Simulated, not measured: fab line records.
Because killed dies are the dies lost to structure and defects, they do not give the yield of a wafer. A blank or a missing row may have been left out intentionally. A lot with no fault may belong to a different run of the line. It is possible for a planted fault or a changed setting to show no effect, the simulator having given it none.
Matching of chambers | flow n5 finfet | rie diel-03 running N5_BEOL_M0_SAQP_DESCUM_19: 4 sister chambers
The step chemistry O2, time 7.9 s. 18 wafers are shown with their chamber, then 9 later ones without.

WAFERS PAIRED WITH THEIR CHAMBERS
wafer  | chamber | drypump motor current A (A) | showerhead plenum p Torr (Torr) | throttle valve pct (%)
L075.3 | 3       | 6.5                         | 2.05                            | 20.26
L075.4 | 2       | 6.6                         | 2.02                            | 20.55
L075.5 | 2       | 6.6                         | 2.02                            | 20.55
L076.3 | 2       | 6.6                         | 2.02                            | 20.55
L076.4 | 0       | 6.4                         | 2.11                            | 20.17
L076.6 | 0       | 6.4                         | 2.11                            | 20.17
L078.2 | 2       | 6.6                         | 2.02                            | 20.57
L078.4 | 0       | 6.4                         | 2.11                            | 20.18
L078.6 | 3       | 6.4                         | 2.05                            | 20.25
L080.1 | 3       | 6.4                         | 2.05                            | 20.26
L080.3 | 2       | 6.6                         | 2.02                            | 20.55
L080.6 | 1       | 5.3                         | 2.13                            | 19.89
L086.1 | 3       | 6.4                         | 2.05                            | 20.29
L086.3 | 0       | 6.4                         | 2.11                            | 20.19
L086.5 | 0       | 6.4                         | 2.11                            | 20.21
L087.3 | 2       | 6.6                         | 2.01                            | 20.58
L087.4 | 0       | 6.4                         | 2.10                            | 20.21
L087.6 | 3       | 6.5                         | 2.05                            | 20.28

SIGNATURES (averages over the wafers above)
reading                  | chamber 0 | chamber 1 | chamber 2 | chamber 3 | scatter within a chamber
drypump motor current A  | 6.400     | 5.300     | 6.600     | 6.440     | 0.0293
showerhead plenum p Torr | 2.1083    | 2.1300    | 2.0183    | 2.0500    | 0.00345
throttle valve pct       | 20.1883   | 19.8900   | 20.5583   | 20.2680   | 0.0161
Rule: for each reading, subtract the chamber's mean from the wafer's reading, divide by that reading's scatter and square the result; add these up over the readings and take the root, which gives the wafer's distance from the chamber. The wafer belongs to the nearest chamber; if the next one is less than 2 further off, it can't be placed. The scatter is the square root of a quotient: the sum, over the shown wafers, of each reading's squared deviation from its chamber's mean, divided by wafers minus chambers.

WAFERS WITHOUT THEIR CHAMBER
wafer  | drypump motor current A (A) | showerhead plenum p Torr (Torr) | throttle valve pct (%)
L091.1 | 6.4                         | 2.04                            | 20.29
L091.2 | 6.6                         | 2.01                            | 20.58
L091.3 | 6.4                         | 2.10                            | 20.22
L092.3 | 6.4                         | 2.10                            | 20.22
L092.5 | 6.4                         | 2.10                            | 20.20
L092.6 | 6.5                         | 2.04                            | 20.28
L097.1 | 6.7                         | 2.01                            | 20.61
L097.5 | 6.5                         | 2.04                            | 20.29
L097.6 | 6.6                         | 2.01                            | 20.60

THE CHAMBER EACH PASSED THROUGH
wafer  | from the rows above | in truth
L091.1 | 3                   | 3
L091.2 | 2                   | 2
L091.3 | 0                   | 0
L092.3 | 0                   | 0
L092.5 | 0                   | 0
L092.6 | 3                   | 3
L097.1 | 2                   | 2
L097.5 | 3                   | 3
L097.6 | 2                   | 2
Correct placement for 9 of the 9. Can't be placed from these rows: 0. 0 placed wrongly.
